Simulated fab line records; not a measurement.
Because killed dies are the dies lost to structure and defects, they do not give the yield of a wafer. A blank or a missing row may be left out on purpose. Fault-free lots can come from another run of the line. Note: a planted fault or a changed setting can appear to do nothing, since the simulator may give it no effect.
Matching of chambers	flow n5 finfet	N5_HKMG_FIN_ALD_75 on ald hk-01: 4 sister chambers
The step deposits Al2O3, target thk 1 nm, co reactant pulse time 1 s. 4 wafers are shown with their chamber, then 7 later ones without.

## EACH WAFER AND ITS CHAMBER
wafer	chamber	heater power w (W)
L087.2	0	170
L093.6	3	161
L094.2	2	181
L094.5	1	139

## WAFERS WITHOUT THEIR CHAMBER
wafer	heater power w (W)
L094.6	168
L095.1	140
L095.2	173
L095.3	179
L096.1	162
L096.2	173
L096.6	171

## WHICH CHAMBER EACH WENT THROUGH
wafer	from the rows above	in truth
L094.6	0	0
L095.1	1	1
L095.2	0	0
L095.3	2	2
L096.1	3	3
L096.2	0	0
L096.6	0	0
7 of 7 placed correctly. Left unplaced by these rows: 0. Wrongly placed: 0.
How it was worked out, from the rows above alone: a wafer's distance from a chamber is the root of the sum, over the readings, of the square of ((its reading less the chamber's mean) divided by the reading's scatter). The wafer belongs to the nearest chamber; if the next one is less than 2 further off, it can't be placed. The mean given for a chamber averages the wafers shown for that chamber. The scatter: root of mean squared gap, hidden wafer to nearest shown wafer, with one shown wafer a chamber.
